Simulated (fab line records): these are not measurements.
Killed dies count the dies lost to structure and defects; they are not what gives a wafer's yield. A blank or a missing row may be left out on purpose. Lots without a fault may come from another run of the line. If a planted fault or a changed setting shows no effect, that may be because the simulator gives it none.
The tool behind it: which one?    flow n5_finfet    33 wafers from 11 lots sampled at 2 of the route's 1938 steps

WHAT EACH GAUGE READ, for each wafer
N5_FIN_SAQP_INSPECT_18: inspects for defects (brightfield).
lot   measured     on                 raw_defect_count
L075  day 2 03:39  defect_inspect-01  299 395 286
L077  day 2 15:41  defect_inspect-02  423 512 620
L079  day 3 04:00  defect_inspect-01  275 322 332
L081  day 3 15:56  defect_inspect-02  549 493 383
L083  day 4 04:06  defect_inspect-01  338 242 322
L085  day 4 15:33  defect_inspect-02  485 511 653
L087  day 5 04:49  defect_inspect-01  415 414 333
L089  day 5 15:29  defect_inspect-01  271 285 225
L091  day 6 03:25  defect_inspect-02  239 483 278
L093  day 6 15:40  defect_inspect-01  331 354 273
L095  day 7 04:40  defect_inspect-02  264 405 302

WHICH TOOL RAN EACH LOT (tool, then ch and the chambers of the sampled wafers, then the start)
lot   N5_PMOS_HMC_CHANNEL_EPI_DESCUM_14
L075  rie_diel-06 ch 0,1, day 1 23:20
L077  rie_diel-03 ch 2,3, day 2 11:27
L079  rie_diel-06 ch 0,1,3, day 2 23:50
L081  rie_diel-06 ch 0,1,3, day 3 11:46
L083  rie_diel-04 ch 2,3, day 4 00:01
L085  rie_diel-04 ch 0,3, day 4 11:14
L087  rie_diel-06 ch 1,3, day 4 23:20
L089  rie_diel-04 ch 0,1,2, day 5 11:04
L091  rie_diel-06 ch 0,3, day 5 23:15
L093  rie_diel-03 ch 1,2,3, day 6 11:25
L095  rie_diel-03 ch 2,3, day 6 23:18
- N5_PMOS_HMC_CHANNEL_EPI_DESCUM_14: chemistry O2, time 7.9 s.

THE ANSWER, worked out from the rows above alone
Rule: the usual values come from the lots themselves. Put in order of their means at a reading, lots are off if they are a third of the lots or fewer, leave a main group of 4 or more, and stand apart from it by a gap of 3 or more times the standard deviation of the main group's means; of several such gaps the widest counts. A main group whose means are all the same, to the digits that the tables above print for the reading, isn't used. A lot without any number at a reading at which 4 lots or more have one is off too. The other lots that the step has rows for count as sound.
No lot is off at any reading shown: from this, nothing can be told.

WHAT WAS PUT IN BY THE SIMULATOR
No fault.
